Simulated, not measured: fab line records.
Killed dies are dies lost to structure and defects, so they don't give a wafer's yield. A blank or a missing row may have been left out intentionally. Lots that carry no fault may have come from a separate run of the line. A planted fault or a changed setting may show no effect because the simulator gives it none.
Split-lot trial	flow n5 finfet	39 wafers read across 7 lots, on a route 1938 steps long

== SPLIT DETAILS ==
At N5_FIN_SAQP_ETCH_34 (etches SiO2 in C4F6/O2, target depth 45 nm, time 15 s), the setting source w was moved away from the recipe's 345 W on 12 of the 39 wafers read, by +8.8% to +17.2%. This setting was run at the recipe's value on the other wafers.

The split's own step is where the reading is taken.

== THE READING ==
rf vpp V, in V, at N5_FIN_SAQP_ETCH_34 (etches SiO2 in C4F6/O2, target depth 45 nm, time 15 s). Fault-free wafers of this fab line usually give 665 V, standard deviation 4.9 V.

wafer	tool, chamber at the split	source w as run, W	against the recipe	rf vpp V, V	against lot-mates on the recipe
L079.1	rie diel-06, 3	404.2	+17.2%	608	-58
L079.2	rie diel-06, 2	404.2	+17.2%	606	-60
L079.3	rie diel-06, 0	345	recipe	666	-
L079.4	rie diel-06, 1	345	recipe	666	-
L079.5	rie diel-06, 0	345	recipe	665	-
L079.6	rie diel-06, 1	404.2	+17.2%	615	-51
L081.1	rie diel-02, 3	345	recipe	667	-
L081.2	rie diel-02, 0	398.4	+15.5%	625	-44
L081.3	rie diel-02, 1	398.4	+15.5%	616	-53
L081.4	rie diel-02, 1	345	recipe	664	-
L081.5	rie diel-02, 3	398.4	+15.5%	622	-47
L081.6	rie diel-02, 0	345	recipe	675	-
L083.3	rie diel-06, 3	345	recipe	657	-
L083.4	rie diel-06, 2	345	recipe	657	-
L083.5	rie diel-06, 1	345	recipe	666	-
L085.1	rie diel-06, 3	401	+16.2%	609	-51
L085.2	rie diel-06, 2	401	+16.2%	611	-49
L085.3	rie diel-06, 1	345	recipe	666	-
L085.4	rie diel-06, 2	345	recipe	657	-
L085.5	rie diel-06, 1	401	+16.2%	618	-42
L085.6	rie diel-06, 3	345	recipe	657	-
L087.1	rie diel-02, 0	345	recipe	674	-
L087.2	rie diel-02, 2	345	recipe	663	-
L087.3	rie diel-02, 3	345	recipe	668	-
L087.4	rie diel-02, 1	345	recipe	663	-
L087.5	rie diel-02, 2	345	recipe	663	-
L087.6	rie diel-02, 3	345	recipe	667	-
L092.1	rie diel-02, 2	345	recipe	665	-
L092.2	rie diel-02, 3	345	recipe	666	-
L092.3	rie diel-02, 0	345	recipe	674	-
L092.4	rie diel-02, 1	345	recipe	663	-
L092.5	rie diel-02, 3	345	recipe	666	-
L092.6	rie diel-02, 2	345	recipe	664	-
L093.1	rie diel-02, 0	345	recipe	673	-
L093.2	rie diel-02, 2	375.4	+8.8%	635	-32
L093.3	rie diel-02, 1	345	recipe	662	-
L093.4	rie diel-02, 3	345	recipe	667	-
L093.5	rie diel-02, 3	375.4	+8.8%	639	-28
L093.6	rie diel-02, 2	375.4	+8.8%	635	-32

FIT RESULTS
A straight line over all 39 wafers: rf vpp V changes by -3.14 V for each +1% of source w; r = -0.98; the points scatter about the line by 4.8 V.
The same after taking each lot's own level away (the mean of its wafers on the recipe; 39 wafers): -3.12 V for each +1%; r = -0.98; scatter 4.1 V.
Per that fit: largest source w move, reading shift of 54 V.
The span of the lots' own levels, 660.0 to 668.7 V, comes to 1.8 times the standard deviation stated above.
Hence the lot-to-lot level has little effect on the slope; both slopes agree.
Check: for one of the wafers moved furthest among these (+17.2%), held out of the fit, the line's prediction against its lot-mates is -53.2 V. Against them it came out at -57.7 V.
Tool readings at the split's step, against how far the setting was moved: etch rf on time s r = -0.84; rf vpp V r = -0.98.

== THE WHOLE CHAIN: every reading that the file lists as answering this split, in the file's order ==
step	what it does	reading	change (the file's fit)	r (the file's)
N5_FIN_SAQP_ETCH_34	etches SiO2 in C4F6/O2, target depth 45 nm, time 15 s	etch rf on time s	withheld for each +1% of the setting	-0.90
N5_FIN_SAQP_ETCH_34	etches SiO2 in C4F6/O2, target depth 45 nm, time 15 s	rf vpp V	-3.13 V for each +1% of the setting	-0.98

== FILE'S OWN FIT ==
rf vpp V changes by -3.13 V for each +1% of source w, r = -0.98.
